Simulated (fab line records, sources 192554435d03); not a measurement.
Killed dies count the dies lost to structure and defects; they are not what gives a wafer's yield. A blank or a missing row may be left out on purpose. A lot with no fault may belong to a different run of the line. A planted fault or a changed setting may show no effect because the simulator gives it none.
Matching of chambers || flow n5 finfet || N5_BEOL_M4_CO_CAP_55 on cvd co-02: 3 sister chambers
The step material Co, precursor CCTBA/H2, target thk 2 nm, time 102.1 s. 6 wafers are shown with their chamber, then 11 later ones without.

WAFERS, EACH WITH ITS CHAMBER
{"wafer": "L090.1", "chamber": 0, "heater power w (W)": 247, "susceptor temp C (C)": 200.06}
{"wafer": "L090.6", "chamber": 2, "heater power w (W)": 206, "susceptor temp C (C)": 199.95}
{"wafer": "L089.3", "chamber": 2, "heater power w (W)": 204, "susceptor temp C (C)": 200.10}
{"wafer": "L089.5", "chamber": 1, "heater power w (W)": 246, "susceptor temp C (C)": 200.21}
{"wafer": "L089.6", "chamber": 0, "heater power w (W)": 257, "susceptor temp C (C)": 199.83}
{"wafer": "L092.2", "chamber": 1, "heater power w (W)": 245, "susceptor temp C (C)": 199.88}

WAFERS WITHOUT THEIR CHAMBER
{"wafer": "L092.4", "heater power w (W)": 249, "susceptor temp C (C)": 199.97}
{"wafer": "L092.6", "heater power w (W)": 257, "susceptor temp C (C)": 200.16}
{"wafer": "L087.1", "heater power w (W)": 247, "susceptor temp C (C)": 199.91}
{"wafer": "L087.2", "heater power w (W)": 246, "susceptor temp C (C)": 199.74}
{"wafer": "L087.3", "heater power w (W)": 216, "susceptor temp C (C)": 200.03}
{"wafer": "L096.1", "heater power w (W)": 204, "susceptor temp C (C)": 199.83}
{"wafer": "L096.4", "heater power w (W)": 204, "susceptor temp C (C)": 199.82}
{"wafer": "L096.5", "heater power w (W)": 252, "susceptor temp C (C)": 200.11}
{"wafer": "L086.3", "heater power w (W)": 246, "susceptor temp C (C)": 199.83}
{"wafer": "L086.4", "heater power w (W)": 249, "susceptor temp C (C)": 200.10}
{"wafer": "L086.5", "heater power w (W)": 207, "susceptor temp C (C)": 199.88}

CHAMBER TAKEN BY EACH
{"wafer": "L092.4", "from the rows above": "can't be placed: 0 or 1", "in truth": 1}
{"wafer": "L092.6", "from the rows above": "can't be placed: 0 or 1", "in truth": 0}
{"wafer": "L087.1", "from the rows above": "can't be placed: 1 or 0", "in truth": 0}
{"wafer": "L087.2", "from the rows above": "can't be placed: 1 or 0", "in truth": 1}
{"wafer": "L087.3", "from the rows above": 2, "in truth": 2}
{"wafer": "L096.1", "from the rows above": 2, "in truth": 2}
{"wafer": "L096.4", "from the rows above": 2, "in truth": 2}
{"wafer": "L096.5", "from the rows above": "can't be placed: 0 or 1", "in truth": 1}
{"wafer": "L086.3", "from the rows above": "can't be placed: 1 or 0", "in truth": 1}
{"wafer": "L086.4", "from the rows above": "can't be placed: 1 or 0", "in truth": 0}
{"wafer": "L086.5", "from the rows above": 2, "in truth": 2}
Placed correctly: 4 of 11. Unplaceable from these rows: 7, with the true chamber sitting among the candidates in 7. Number placed wrongly: 0.
How it was worked out, from the rows above alone: a wafer's distance from a chamber is the root of the sum, over the readings, of the square of ((its reading less the chamber's mean) divided by the reading's scatter). The wafer belongs to the nearest chamber; if the next one is less than 2 further off, it can't be placed. The mean given for a chamber averages the wafers shown for that chamber. The scatter: the root of (the sum of the squares of (reading less its chamber's mean) over the shown wafers, divided by (wafers less chambers)).
